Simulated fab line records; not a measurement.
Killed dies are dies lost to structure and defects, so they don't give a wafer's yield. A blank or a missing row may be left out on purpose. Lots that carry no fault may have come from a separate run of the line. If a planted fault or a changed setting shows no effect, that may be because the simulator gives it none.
Comparing a struck lot with a sound one | flow nandHarc | 29 steps out of a route of 1159
Sound: these wafers, L846.1, L846.3, L846.4. Struck: wafers L862.3, L862.4, L862.5. The cause is given at the end.
Each step with rows lists, per side, the tool, then ch with its chambers, then its first start. Under that, the readings that differ: sound wafers | struck wafers | difference of the means | sigmas: that difference in standard deviations of wafers without a fault.
alike: readings with means less than 2 such deviations apart, plus words and numbers identical on both sides. not compared: withheld readings, readings lacking a value on some wafer, bounds such as >300 that could conceal the same value, and numbers that have no deviation in the record and whose values overlap.
The two part at a step that has a row with sigmas, a row that says differs or no value, or rows on one side only. Numbers that don't overlap but have no deviation are shown without sigmas and don't part them. Lack of a reading on every wafer of one side parts them only where that side has two or more wafers.

first, 2 steps without rows for these wafers: NHARC_A_CONTACT_ETCH_121 (etches the open film in C4F8/O2/Ar, time 94 s, target depth 922 nm); NHARC_A_CONTACT_ETCH_122 (etches the open film in C4F8/O2/Ar, time 95 s, target depth 930 nm).
NHARC_A_CONTACT_ETCH_123: etches the open film in C4F8/O2/Ar, time 253 s, target depth 1090 nm.
  sound on harCapEtch-02 ch 0,1, day 17 17:29; struck on harCapEtch-02 ch 0,1, day 20 15:31
  alike: oesAirLineAu
  not compared: rfHoursCounterH
then, 1 step without rows for these wafers: NHARC_A_CONTACT_ETCH_90 (etches the open film in CH3F/O2, target depth 40 nm, time 85.7 s).
NHARC_A_CONTACT_ETCH_96: etches the open film in C4F6/O2, target depth 20 nm, time 10 s.
  sound on rieDiel-05 ch 0,1,2; struck on rieDiel-02 ch 0,1,2
  alike: drypumpMotorCurrentA, oesProductAu, rfVppV, showerheadPlenumPTorr, throttleValvePct
  not compared: rfHoursCounterH
NHARC_A_CONTACT_CD_MEAS_53:
  sound on cdSem-03 at day 17 18:18; struck on cdSem-02 at day 20 16:14
  alike: cdNm
then, 3 steps without rows for these wafers: NHARC_A_CONTACT_STRIP_99 (strips in N2/H2); NHARC_A_CONTACT_STRIP_100 (strips in CF4/CHF3); NHARC_A_CONTACT_STRIP_101 (strips in O2/COS).
NHARC_A_CONTACT_ETCH_102: etches the open film in CF4/O2, target depth 70 nm, overetch 7 nm, time 38.5 s.
  sound on rieDiel-05 ch 0,2,3, day 17 18:37; struck on rieDiel-02 ch 0,1,2, day 20 17:08
  alike: drypumpMotorCurrentA, oesProductAu, rfVppV, showerheadPlenumPTorr, throttleValvePct
  not compared: rfHoursCounterH
then, 2 steps without rows for these wafers: NHARC_A_CONTACT_STRIP_55 (strips in O2); NHARC_A_CONTACT_STRIP_56 (strips in post etch residue remover, time 600 s).
NHARC_A_CONTACT_DEP_57: deposits aC, target thk 2800 nm.
  sound on aclDep-02 ch 0, day 17 19:16; struck on aclDep-02 ch 0, day 20 18:22
  alike: throttleValvePct
NHARC_A_CONTACT_DEP_58: deposits SiON, target thk 60 nm.
  sound on pecvd-02 ch 0,2, day 17 21:05; struck on pecvd-02 ch 0,1, day 20 19:37
  alike: heaterPowerOuterW, heaterPowerW, showerheadVppV
then, 10 steps without rows for these wafers: NHARC_A_CONTACT_DEHYDRATE_59 (time 120 s); NHARC_A_CONTACT_HMDS_60 (time 30 s); NHARC_A_CONTACT_COAT_61 (time 75 s); NHARC_A_CONTACT_COAT_62 (time 65 s); NHARC_A_CONTACT_COAT_63 (resist thk 90 nm); NHARC_A_CONTACT_SOFTBAKE_64 (time 55 s); NHARC_A_CONTACT_EBR_65; NHARC_A_CONTACT_EXPOSE_66 (exposes mask A CC 2); NHARC_A_CONTACT_PEB_67 (peb time 65 s); NHARC_A_CONTACT_DEVELOP_68 (develop time 35 s).
NHARC_A_CONTACT_CD_MEAS_69 targets a cd of 200 nm.
  sound on cdSem-01 ch 0, day 17 21:41; struck on cdSem-01 ch 0, day 20 20:16
  alike: cdNm
NHARC_A_CONTACT_OVL_MEAS_70:
  sound on overlay-01 at day 17 21:47; struck on overlay-02 at day 20 20:22
  alike: overlayXNm, overlayYNm
NHARC_A_CONTACT_INSPECT_71:
  sound on defectInspect-02 at day 17 21:50; struck on defectInspect-02 at day 20 20:23
reading        | sound    | struck         | difference | sigmas
rawDefectCount | 21 19 19 | 1063 1110 1115 | +1076      | +98
NHARC_A_CONTACT_DESCUM_74: chemistry O2, time 3 s.
  sound on rieDiel-08 ch 0,2,3, day 17 21:54; struck on rieDiel-05 ch 1,2,3, day 20 20:28
  alike: drypumpMotorCurrentA, oesProductAu, rfVppV, showerheadPlenumPTorr, throttleValvePct
  not compared: rfHoursCounterH
-- break in the record here, with 4 days between the starts of the struck wafers on either side (left off in module A_CONTACT, picked up again in module END, where the first step shown is number 1159 on the route) --
NHARC_END_SORT_01:
  only the struck wafers appear in the record here, on prober-02 ch 0 at day 24 11:14; the sound ones have no rows

== WHERE THEY PART ==
First at NHARC_A_CONTACT_INSPECT_71; last, within this record, at NHARC_END_SORT_01.

WHY: what the simulator had put in
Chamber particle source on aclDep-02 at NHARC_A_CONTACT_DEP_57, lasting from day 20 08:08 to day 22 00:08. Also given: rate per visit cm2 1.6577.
